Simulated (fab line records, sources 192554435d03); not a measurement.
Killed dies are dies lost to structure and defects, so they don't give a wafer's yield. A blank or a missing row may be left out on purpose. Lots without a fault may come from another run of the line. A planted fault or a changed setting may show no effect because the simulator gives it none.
fab line records | flow n5_finfet
record lots=11 wafers=27 last_day=18
route steps=1938 shown FIN_SAQP@95 BEOL_M4@1111 PASSIVATION@1936
lots that met no fault: from a run of the same line without faults
start_h: hours from the record's first day to the start of the lot's first wafer shown | wait_h: hours since the lot's step before | " the same as in the row above | L1.1+2: a row that stands for several wafers | - no value, or no start given | * or withheld: withheld | < > ~ a bound
route shown NAME@n: a module of which the file shows steps, and the number in the route of the first | usual: mean/standard deviation of fault-free wafers | same: alike in all rows | chamber/n: place in a boat | sites: the reading at each site | _std_site: their standard deviation | _edge_site: outer sites' mean less inner sites' | radius_mm: how far each site lies from the wafer's centre | mask NAME#n: copy n | behind: the tool/chamber that last shaped the wafer | hold: why the lot was held/for how many hours/how that ended | device: the transistor (n, p or np) that didn't switch | end of line: the same wafers' tests at the end of the route | a step without rows: its recipe alone | killed: dies lost to structure and defects at the first sort, not the wafer's yield | map: a wafer's dies, x killed, . not, _ none there
set.NAME: the setting as run; set.NAME@STEP: as run at that earlier step | model.NAME: the simulator's own value behind a step, which no gauge read
steps of the route over a sample of lots; a table a step, a row a wafer
services: from which hour (start_h, from the record's first day; less than 0 if before it) a tool's chamber was out of use, for how many hours, and why
## steps
# step N5_FIN_SAQP_DENSIFY_62
# recipe temp_c=700 time_s=60 ambient=N2 idle_temp_c=600 ramp_up_c_per_s=150 ramp_down_c_per_s=60 cool_to_c=600
# usual lamp_power_pct=9.85/0.053 lamp_zone_2_pct=9.844/0.012 wafer_temp_C_max=703.2/0.57
# columns lot.wafer tool chamber start_h wait_h lamp_power_pct lamp_zone_2_pct wafer_temp_C_max
L202.1 rtp_anneal-01 0 21.21 0.2 9.80 9.882 702.2
L202.2 " 0 " " 9.82 9.854 703.6
L202.5 " 0 " " 9.89 9.820 703.3
L204.1 rtp_anneal-02 0 33.08 0.1 9.86 9.853 703.9
L204.2 " 0 " " 9.79 9.849 704.0
L204.3 " 0 " " 9.87 9.841 702.4
L205.3 rtp_anneal-01 0 38.78 0.2 9.87 9.849 702.7
L205.4 " 0 " " 9.91 9.828 703.2
L205.5 " 0 " " 9.84 9.824 703.7
L206.1 rtp_anneal-01 0 44.62 0.1 9.96 9.827 702.9
L206.3 " 0 " " 9.91 9.830 703.4
L206.4 " 0 " " 9.84 9.839 704.8
L208.2 rtp_anneal-01 0 56.39 0.1 10.00 9.813 704.4
L208.3 " 0 " " 9.78 9.854 703.4
L208.4 " 0 " " 9.78 9.835 703.2
L210.3 rtp_anneal-02 0 69.34 0.3 9.88 9.854 704.7
L210.4 " 0 " " 9.82 9.856 703.0
L212.3 rtp_anneal-01 0 81.39 0.2 9.84 9.872 702.5
L212.5 " 0 " " 9.86 9.862 704.2
L218.5 rtp_anneal-01 0 117.83 0.2 9.86 9.840 703.5
L218.6 " 0 " " 9.93 9.850 703.4
L219.3 rtp_anneal-02 0 122.61 0.2 9.90 9.842 702.5
L219.6 " 0 " " 9.87 9.858 703.6
L221.5 rtp_anneal-02 0 134.77 0.3 9.74 9.849 702.5
L221.6 " 0 " " 9.79 9.825 702.7
L224.1 rtp_anneal-02 0 153.59 0.1 9.85 9.841 703.4
L224.3 " 0 " " 9.87 9.840 703.6
# step N5_FIN_SAQP_PECVD_48
# recipe material=SiNx target_thk_a=250 temp_c=400 precursor=SiH4/NH3/N2 pressure_torr=1.5 rf_w=300 time_s=22.1
# usual heater_power_w=740/66 showerhead_plenum_p_Torr=5.17/0.067 throttle_valve_pct=38.5/1.3
# columns lot.wafer tool chamber start_h wait_h heater_power_w showerhead_plenum_p_Torr throttle_valve_pct
L202.1 pecvd-01 0 21.60 0.0 683 5.17 38.8
L202.2 " 1 " " 776 5.22 38.5
L202.5 " 2 " " 709 5.15 38.1
L204.1 pecvd-03 1 33.49 0.0 761 5.17 37.3
L204.2 " 0 " " 833 5.27 38.7
L204.3 " 2 " " 728 5.23 41.3
L205.3 pecvd-04 1 39.14 0.0 712 5.03 38.2
L205.4 " 0 " " 749 5.10 37.1
L205.5 " 1 " " 725 5.03 38.0
L206.1 pecvd-03 0 45.00 0.0 809 5.26 38.8
L206.3 " 2 " " 755 5.23 41.1
L206.4 " 2 " " 742 5.24 41.1
L208.2 pecvd-01 2 56.74 0.0 614 5.14 38.5
L208.3 " 1 " " 672 5.21 38.4
L208.4 " 0 " " 797 5.16 39.0
L210.3 pecvd-03 2 69.66 0.0 730 5.23 41.1
L210.4 " 1 " " 662 5.18 37.6
L212.3 pecvd-03 0 81.75 0.0 822 5.26 38.9
L212.5 " 0 " " 815 5.26 38.9
L218.5 pecvd-03 1 118.11 0.0 653 5.17 37.3
L218.6 " 2 " " 786 5.23 40.8
L219.3 pecvd-01 0 122.94 0.0 778 5.17 39.4
L219.6 " 1 " " 669 5.21 38.9
L221.5 pecvd-04 2 135.27 0.0 815 5.12 35.0
L221.6 " 0 " " 748 5.11 37.7
L224.1 pecvd-04 0 153.97 0.0 627 5.10 37.8
L224.3 " 1 " " 750 5.03 38.1
# step N5_FIN_SAQP_EXPOSE_13
# recipe mask_id=FIN_CORE na=1.35 source_shape=dipole sigma_inner=0.538 sigma_outer=0.738 polarization=te target_cd_nm=35.6 dose_mj=63.25
# usual stage_vel_mm_s=500.01/0.21
# columns lot.wafer tool chamber start_h wait_h mask stage_vel_mm_s
L202.1 arfi_scanner-02 0 22.08 - FIN_CORE#0 499.87
L202.2 " 0 " " FIN_CORE#0 499.91
L202.5 " 0 " " FIN_CORE#0 499.62
L204.1 arfi_scanner-02 0 33.85 - FIN_CORE#0 499.76
L204.2 " 0 " " FIN_CORE#0 499.87
L204.3 " 0 " " FIN_CORE#0 500.17
L205.3 arfi_scanner-03 0 39.67 - FIN_CORE#0 500.12
L205.4 " 0 " " FIN_CORE#0 500.11
L205.5 " 0 " " FIN_CORE#0 500.11
L206.1 arfi_scanner-01 0 45.51 - FIN_CORE#0 500.16
L206.3 " 0 " " FIN_CORE#0 499.86
L206.4 " 0 " " FIN_CORE#0 500.25
L208.2 arfi_scanner-01 0 57.23 - FIN_CORE#0 500.22
L208.3 " 0 " " FIN_CORE#0 500.51
L208.4 " 0 " " FIN_CORE#0 500.02
L210.3 arfi_scanner-03 0 70.16 - FIN_CORE#0 499.84
L210.4 " 0 " " FIN_CORE#0 499.65
L212.3 arfi_scanner-03 0 82.28 - FIN_CORE#0 499.58
L212.5 " 0 " " FIN_CORE#0 499.72
L218.5 arfi_scanner-03 0 118.63 - FIN_CORE#0 500.27
L218.6 " 0 " " FIN_CORE#0 499.76
L219.3 arfi_scanner-03 0 123.32 - FIN_CORE#0 500.14
L219.6 " 0 " " FIN_CORE#0 500.02
L221.5 arfi_scanner-03 0 137.24 - FIN_CORE#0 500.04
L221.6 " 0 " " FIN_CORE#0 500.04
L224.1 arfi_scanner-01 0 154.46 - FIN_CORE#0 500.22
L224.3 " 0 " " FIN_CORE#0 500.12
# step N5_FIN_SAQP_CD_MEAS_16
# recipe target_cd_nm=35.6 landing_energy_ev=500 detector=se_inlens
# usual cd_nm=35.6/0.33
# columns lot.wafer tool chamber start_h wait_h cd_nm
L202.1 cd_sem-03 0 22.21 - 36.0
L202.2 " 0 " " 35.4
L202.5 " 0 " " 35.9
L204.1 cd_sem-01 0 33.98 - 35.8
L204.2 " 0 " " 35.3
L204.3 " 0 " " 35.7
L205.3 cd_sem-01 0 39.79 - 35.9
L205.4 " 0 " " 35.8
L205.5 " 0 " " 36.1
L206.1 cd_sem-03 0 45.64 - 35.3
L206.3 " 0 " " 35.4
L206.4 " 0 " " 35.6
L208.2 cd_sem-02 0 57.36 - 35.6
L208.3 " 0 " " 35.8
L208.4 " 0 " " 35.8
L210.3 cd_sem-01 0 70.28 - 35.6
L210.4 " 0 " " 35.4
L212.3 cd_sem-01 0 82.40 - 35.7
L212.5 " 0 " " 35.5
L218.5 cd_sem-01 0 118.74 - 34.1
L218.6 " 0 " " 34.0
L219.3 cd_sem-02 0 123.44 - 35.7
L219.6 " 0 " " 34.1
L221.5 cd_sem-03 0 137.35 - 34.0
L221.6 " 0 " " 34.4
L224.1 cd_sem-03 0 154.59 - 35.6
L224.3 " 0 " " 35.5
# step N5_FIN_SAQP_OVL_MEAS_17
# recipe points_per_wafer=44
# usual FIN_CORE_OVL=-0.1/0.92
# columns lot.wafer tool chamber start_h wait_h FIN_CORE_OVL[nm]
L202.1 overlay-02 0 22.25 0.0 -0.4
L202.2 " 0 " " 0.2
L202.5 " 0 " " -0.3
L204.1 overlay-02 0 34.02 0.0 0.0
L204.2 " 0 " " 1.2
L204.3 " 0 " " 0.4
L205.3 overlay-01 0 39.82 0.0 1.4
L205.4 " 0 " " 0.3
L205.5 " 0 " " 0.0
L206.1 overlay-01 0 45.68 0.0 -0.4
L206.3 " 0 " " 0.2
L206.4 " 0 " " -0.6
L208.2 overlay-02 0 57.39 0.0 -0.1
L208.3 " 0 " " 0.6
L208.4 " 0 " " -0.3
L210.3 overlay-02 0 70.31 0.0 0.4
L210.4 " 0 " " -0.1
L212.3 overlay-01 0 82.43 0.0 -0.4
L212.5 " 0 " " 0.6
L218.5 overlay-01 0 118.77 0.0 -0.1
L218.6 " 0 " " -0.4
L219.3 overlay-01 0 123.47 0.0 1.2
L219.6 " 0 " " -0.6
L221.5 overlay-01 0 137.38 0.0 0.6
L221.6 " 0 " " -0.9
L224.1 overlay-01 0 154.63 0.0 -0.2
L224.3 " 0 " " -1.0
# step N5_BEOL_M4_RC_MEAS_101
# usual DIBL_N=36.2/2.2 DIBL_P=36.5/3 IOFF_N=0.16/0.039 IOFF_P=0.22/0.047 ION_N=675/15 ION_P=463/10 SS_N=71.6/0.71 SS_P=73.4/0.94 VT_N=250/3.6 VT_P=-250/3.9
# columns lot.wafer tool chamber start_h wait_h DIBL_N[mV/V] DIBL_P[mV/V] IOFF_N[nA/um] IOFF_P[nA/um] ION_N[uA/um] ION_P[uA/um] SS_N[mV/dec] SS_P[mV/dec] VT_N[mV] VT_P[mV]
L202.1 prober-01 0 161.40 0.0 32.5 32.4 0.11 0.16 650 452 70.7 72.4 252 -253
L202.2 " 0 " " 36.8 37.7 0.20 0.25 690 468 71.8 74.1 241 -249
L202.5 " 0 " " 35.2 36.3 0.17 0.22 677 463 71.6 72.6 247 -248
L204.1 prober-02 0 169.20 0.0 35.0 34.9 0.13 0.22 644 451 71.5 73.5 255 -250
L204.2 " 0 " " 34.3 32.9 0.11 0.16 654 455 70.7 72.8 255 -253
L204.3 " 0 " " 33.8 33.2 0.13 0.18 670 464 70.5 73.0 250 -250
L205.3 prober-02 0 175.91 0.3 35.7 35.8 0.14 0.18 669 452 71.3 74.0 251 -253
L205.4 " 0 " " 41.1 42.1 0.26 0.29 694 470 73.5 75.4 245 -249
L205.5 " 0 " " 35.3 35.4 0.14 0.18 658 455 71.3 73.2 252 -255
L206.1 prober-02 0 194.60 0.0 35.1 35.7 0.14 0.18 664 451 71.3 73.3 253 -254
L206.3 " 0 " " 35.4 37.1 0.15 0.21 678 468 71.5 73.0 250 -250
L206.4 " 0 " " 32.2 32.7 0.10 0.16 650 450 70.5 72.2 257 -253
L208.2 prober-02 0 200.96 0.2 35.2 36.0 0.16 0.22 676 464 71.9 74.0 249 -249
L208.3 " 0 " " 34.7 34.5 0.15 0.19 674 457 71.3 73.0 250 -249
L208.4 " 0 " " 38.8 40.0 0.24 0.31 690 474 73.3 75.5 243 -246
L210.3 prober-02 0 218.42 0.3 29.9 28.0 0.08 0.10 634 431 70.5 71.9 259 -261
L210.4 " 0 " " 35.6 35.0 0.17 0.17 681 455 71.5 72.6 247 -256
L212.3 prober-02 0 227.28 0.3 37.8 41.4 0.19 0.29 672 471 72.0 73.6 249 -245
L212.5 " 0 " " 32.0 33.5 0.10 0.17 647 454 69.9 72.1 255 -251
L218.5 prober-02 0 272.59 0.6 36.7 37.5 0.15 0.21 680 474 71.8 73.5 252 -250
L218.6 " 0 " " 33.9 33.5 0.12 0.16 657 453 70.7 72.0 254 -253
L219.3 prober-02 0 280.46 0.3 36.8 36.2 0.18 0.21 690 460 72.1 73.8 246 -250
L219.6 " 0 " " 38.3 38.6 0.21 0.24 686 462 71.9 74.4 244 -248
L221.5 prober-02 0 290.24 0.6 36.5 37.0 0.18 0.29 686 475 71.6 73.8 244 -240
L221.6 " 0 " " 32.6 32.1 0.12 0.19 646 457 70.8 72.4 252 -247
L224.1 prober-02 0 317.23 0.0 42.3 42.9 0.26 0.34 684 467 72.5 76.7 247 -246
L224.3 " 0 " " 34.6 33.3 0.12 0.16 661 457 70.7 73.3 254 -255
# step N5_PASSIVATION_PROBE_49
# usual defect_limited_yield=91.5/1.5 killed_at_M0_to_M3=32/10 killed_at_M4_up=13/4.9 killed_at_contacts=13/6.1 killed_at_front_end=38/11 killed_at_other=3/3.2 killed_dies=101/18 killed_open=66/13 killed_short=32/8.3 sort_bin_4_leakage=0.00/0.018 sort_bin_5_function=5.0/1 sort_bin_6_memory=3.2/0.74 sort_bin_8_speed=0.1/1.1 sort_n_pass=1078/22 sort_yield_pct=91.3/1.9
# same gross_dies=1180 killed_at_back_side=0
# columns lot.wafer tool chamber start_h wait_h defect_limited_yield[%] killed_at_M0_to_M3 killed_at_M4_up killed_at_contacts killed_at_front_end killed_at_other killed_dies killed_open killed_short sort_bin_4_leakage[%] sort_bin_5_function[%] sort_bin_6_memory[%] sort_bin_8_speed[%] sort_n_pass sort_yield_pct[%]
L202.1 prober-02 - 269.13 0.0 89.9 36 12 29 37 5 119 73 42 0 6.3 3.5 0 1061 89.9
L202.2 prober-02 - 269.18 0.1 88.3 63 12 18 44 1 138 93 41 0 6.1 5.0 0 1042 88.3
L202.5 prober-02 - 269.33 0.2 89.8 38 7 22 48 5 120 78 39 0 5.3 4.2 0 1060 89.8
L206.1 prober-01 - 300.42 0.0 91.4 28 19 9 43 2 101 75 23 0 5.1 3.4 0 1079 91.4
L206.3 prober-01 - 300.52 0.1 91.8 50 10 12 23 2 97 67 29 0 3.9 4.0 0 1083 91.8
L206.4 prober-01 - 300.57 0.2 88.2 35 25 12 63 4 139 92 45 0 6.8 4.5 0 1041 88.2
L208.2 prober-01 - 311.52 0.1 89.9 23 10 12 66 8 119 73 42 0 5.9 3.5 0 1061 89.9
L208.3 prober-01 - 311.57 0.1 89.7 37 14 12 55 4 122 78 32 0 6.2 3.0 0 1058 89.7
L208.4 prober-01 - 311.62 0.2 91.4 29 4 11 46 12 102 56 33 0 4.7 3.0 0 1078 91.4
L210.3 prober-02 - 329.51 0.1 91.9 35 11 13 36 1 96 52 36 0 4.6 3.6 12.7 934 79.2
L210.4 prober-02 - 329.56 0.2 92.7 22 17 8 39 0 86 54 29 0 4.3 2.5 0 1094 92.7
L219.3 prober-02 - 386.81 0.1 91.6 15 12 12 58 2 99 56 42 0 4.4 3.6 0 1081 91.6
L219.6 prober-02 - 386.96 0.3 94.9 14 13 10 23 0 60 39 20 0 3.4 1.4 0 1120 94.9
L218.6 prober-01 - 386.98 0.3 89.7 37 16 7 53 8 121 83 36 0 6.2 3.7 0 1059 89.7
L221.5 prober-01 - 406.36 0.2 92.5 28 7 10 42 1 88 56 31 0 4.5 2.4 0 1092 92.5
L221.6 prober-01 - 406.41 0.3 92.2 36 8 11 35 2 92 59 32 0 4.4 3.1 0.4 1083 91.8
L224.1 prober-02 - 419.95 0.0 89.2 52 16 20 37 2 127 79 47 0 5.8 4.3 0 1053 89.2
L224.3 prober-02 - 420.05 0.1 88.9 40 14 29 44 4 131 90 37 0 6.7 3.8 0 1049 88.9
# killed by level:class
L202.1 MOL_CONTACT_COAG:geometric_particle:open=22 BEOL_M0_SAQP:geometric_particle:open=13 BEOL_M0_SAQP:geometric_particle:short=10 DUMMY_GATE:geometric_particle:open=7 MOL_CONTACT_COAG:geometric_particle:short=7 FIN_SAQP:geometric_particle:short=6 BEOL_M4:geometric_particle:open=6 ILD0:geometric_particle:open=4
L202.2 MOL_CONTACT_COAG:geometric_particle:open=16 BEOL_M0_SAQP:geometric_particle:short=10 BEOL_M3:geometric_particle:open=10 FIN_SAQP:geometric_particle:short=8 STI_FIN_REVEAL:geometric_particle:open=8 BEOL_M1:geometric_particle:open=8 BEOL_M0_SAQP:geometric_particle:open=8 FIN_SAQP:geometric_particle:open=7
L202.5 MOL_CONTACT_COAG:geometric_particle:open=17 BEOL_M1:geometric_particle:open=11 STI_FIN_REVEAL:geometric_particle:open=10 FIN_SAQP:geometric_particle:open=9 GATE_CUT:geometric_particle:short=7 BEOL_M0_SAQP:geometric_particle:short=7 DUMMY_GATE:geometric_particle:open=5 BEOL_M0_SAQP:geometric_particle:open=5
L206.1 STI_FIN_REVEAL:geometric_particle:open=18 MOL_CONTACT_COAG:geometric_particle:open=7 BEOL_M2:geometric_particle:open=7 BEOL_M3:geometric_particle:open=7 STARTING-WAFER:geometric_particle:open=6 STI_FIN_REVEAL:geometric_particle:short=5 BEOL_M5:geometric_particle:open=5 BEOL_M1:geometric_particle:open=5
L206.3 BEOL_M3:geometric_particle:open=16 MOL_CONTACT_COAG:geometric_particle:open=10 BEOL_M1:geometric_particle:open=7 BEOL_M3:geometric_particle:short=7 FIN_SAQP:geometric_particle:short=6 BEOL_M0_SAQP:geometric_particle:open=6 BEOL_M2:geometric_particle:open=5 BEOL_M4:geometric_particle:open=5
L206.4 STI_FIN_REVEAL:geometric_particle:open=15 FIN_SAQP:geometric_particle:short=13 BEOL_M3:geometric_particle:open=11 MOL_CONTACT_COAG:geometric_particle:open=10 BEOL_M1:geometric_particle:open=9 FIN_SAQP:geometric_particle:open=8 BEOL_M0_SAQP:geometric_particle:short=8 BEOL_M4:geometric_particle:open=8
L208.2 FIN_SAQP:geometric_particle:open=22 FIN_SAQP:geometric_particle:short=12 STI_FIN_REVEAL:geometric_particle:open=10 GATE_CUT:geometric_particle:short=8 MOL_CONTACT_COAG:geometric_particle:open=8 BEOL_M2:geometric_particle:open=8 BEOL_M1:geometric_particle:open=6 GATE_CUT:geometric_particle:open=4
L208.3 FIN_SAQP:geometric_particle:open=24 BEOL_M0_SAQP:geometric_particle:open=9 HKMG_FIN:area_etch=8 FIN_SAQP:geometric_particle:short=7 MOL_CONTACT_COAG:geometric_particle:open=7 BEOL_M0_SAQP:geometric_particle:short=7 BEOL_M2:geometric_particle:open=7 MOL_CONTACT_COAG:geometric_particle:short=5
L208.4 STI_FIN_REVEAL:geometric_particle:open=10 MOL_CONTACT_COAG:geometric_particle:open=9 BEOL_M0_SAQP:geometric_particle:short=8 HKMG_FIN:area_etch=8 FIN_SAQP:geometric_particle:open=7 FIN_SAQP:geometric_particle:short=7 PAD_METAL:geometric_particle:open=6 DUMMY_GATE:geometric_particle:open=4
L210.3 MOL_CONTACT_COAG:geometric_particle:open=9 BEOL_M0_SAQP:geometric_particle:short=9 FIN_SAQP:geometric_particle:short=7 BEOL_M2:geometric_particle:open=7 DUMMY_GATE:geometric_particle:open=6 BEOL_M0_SAQP:geometric_particle:open=6 BEOL_M1:geometric_particle:open=6 BEOL_M4:geometric_particle:open=5
L210.4 FIN_SAQP:geometric_particle:short=10 BEOL_M4:geometric_particle:open=9 STI_FIN_REVEAL:geometric_particle:open=7 BEOL_M2:geometric_particle:open=7 FIN_SAQP:geometric_particle:open=6 DUMMY_GATE:geometric_particle:open=5 BEOL_M3:geometric_particle:open=5 MOL_CONTACT_COAG:geometric_particle:short=4
L219.3 FIN_SAQP:geometric_particle:open=13 FIN_SAQP:geometric_particle:short=10 BEOL_M4:geometric_particle:open=8 MOL_CONTACT_COAG:geometric_particle:open=7 DUMMY_GATE:geometric_particle:short=5 MOL_CONTACT_COAG:geometric_particle:short=5 STI_FIN_REVEAL:geometric_particle:open=4 GATE_CUT:geometric_particle:short=4
L219.6 MOL_CONTACT_COAG:geometric_particle:short=5 MOL_CONTACT_COAG:geometric_particle:open=5 BEOL_M4:geometric_particle:open=5 DUMMY_GATE:geometric_particle:open=4 BEOL_M0_SAQP:geometric_particle:open=4 BEOL_M1:geometric_particle:open=4 STARTING-WAFER:geometric_particle:short=3 STI_FIN_REVEAL:geometric_particle:open=3
L218.6 BEOL_M2:geometric_particle:open=14 FIN_SAQP:geometric_particle:short=12 STI_FIN_REVEAL:geometric_particle:open=12 FIN_SAQP:geometric_particle:open=10 BEOL_M3:geometric_particle:open=8 BEOL_M5:geometric_particle:open=5 BEOL_M4:geometric_particle:open=5 MOL_CONTACT_COAG:geometric_particle:open=4
L221.5 FIN_SAQP:geometric_particle:short=15 FIN_SAQP:geometric_particle:open=12 MOL_CONTACT_COAG:geometric_particle:open=9 STI_FIN_REVEAL:geometric_particle:open=8 BEOL_M1:geometric_particle:open=7 BEOL_M3:geometric_particle:open=6 BEOL_M0_SAQP:geometric_particle:short=6 BEOL_M0_SAQP:geometric_particle:open=4
L221.6 STI_FIN_REVEAL:geometric_particle:open=11 FIN_SAQP:geometric_particle:short=10 BEOL_M3:geometric_particle:open=9 FIN_SAQP:geometric_particle:open=8 BEOL_M0_SAQP:geometric_particle:open=7 MOL_CONTACT_COAG:geometric_particle:open=6 BEOL_M1:geometric_particle:open=6 MOL_CONTACT_COAG:geometric_particle:short=5
L224.1 BEOL_M0_SAQP:geometric_particle:short=21 MOL_CONTACT_COAG:geometric_particle:open=17 BEOL_M3:geometric_particle:open=11 FIN_SAQP:geometric_particle:open=10 BEOL_M0_SAQP:geometric_particle:open=7 STI_FIN_REVEAL:geometric_particle:open=6 GATE_CUT:geometric_particle:short=5 FIN_SAQP:geometric_particle:short=4
L224.3 MOL_CONTACT_COAG:geometric_particle:open=21 FIN_SAQP:geometric_particle:open=14 BEOL_M0_SAQP:geometric_particle:open=8 MOL_CONTACT_COAG:geometric_particle:short=8 BEOL_M1:geometric_particle:open=8 STI_FIN_REVEAL:geometric_particle:open=7 BEOL_M3:geometric_particle:open=7 FIN_SAQP:geometric_particle:short=5
## services
# columns tool chamber start_h hours kind
arfi_scanner-03 - 3.34 0.4 repair
pecvd-01 1 4.57 2.8 repair
arfi_scanner-01 - 5.39 0.9 repair
pecvd-01 0 5.75 3.3 repair
pecvd-03 1 54.69 5.9 repair
arfi_scanner-01 - 55.55 1.0 pm
arfi_scanner-03 - 56.73 3.9 pm
pecvd-04 0 61.93 7.2 repair
arfi_scanner-03 - 66.62 1.3 pm
pecvd-03 1 72.48 25.0 repair
arfi_scanner-03 - 86.42 4.9 pm
pecvd-03 - 89.67 0.5 repair
pecvd-04 1 93.20 3.1 repair
arfi_scanner-01 - 106.52 1.3 pm
arfi_scanner-03 - 109.70 0.2 repair
arfi_scanner-03 - 116.75 1.0 pm
pecvd-01 - 120.19 2.0 repair
arfi_scanner-01 - 123.30 0.5 repair
arfi_scanner-03 - 125.50 0.8 pm
pecvd-01 - 126.90 0.9 repair
arfi_scanner-03 - 130.59 4.8 repair
arfi_scanner-03 - 135.71 1.5 repair
arfi_scanner-01 - 135.84 0.8 pm
arfi_scanner-03 - 142.00 0.5 repair
## key
first_sign step=N5_FIN_SAQP_CD_MEAS_16 reading=cd_nm direction=down sigmas=4.6 usual=35.6 struck=34.1
effect none on later readings
met_at N5_FIN_SAQP_EXPOSE_13
struck_lots L218,L219,L221
struck_wafers L218.5,L218.6,L219.6,L221.5,L221.6
not_acting_at N5_FIN_SAQP_DENSIFY_62,N5_FIN_SAQP_PECVD_48,N5_FIN_SAQP_OVL_MEAS_17
onset_between 82.28 118.63
fault kind=process_parameter_drift tool=arfi_scanner-03 chamber=- onset_h=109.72 steps=N5_FIN_SAQP_EXPOSE_13 channel=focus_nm offset=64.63 shape=step end_h=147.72 scope=struck_wafers_only
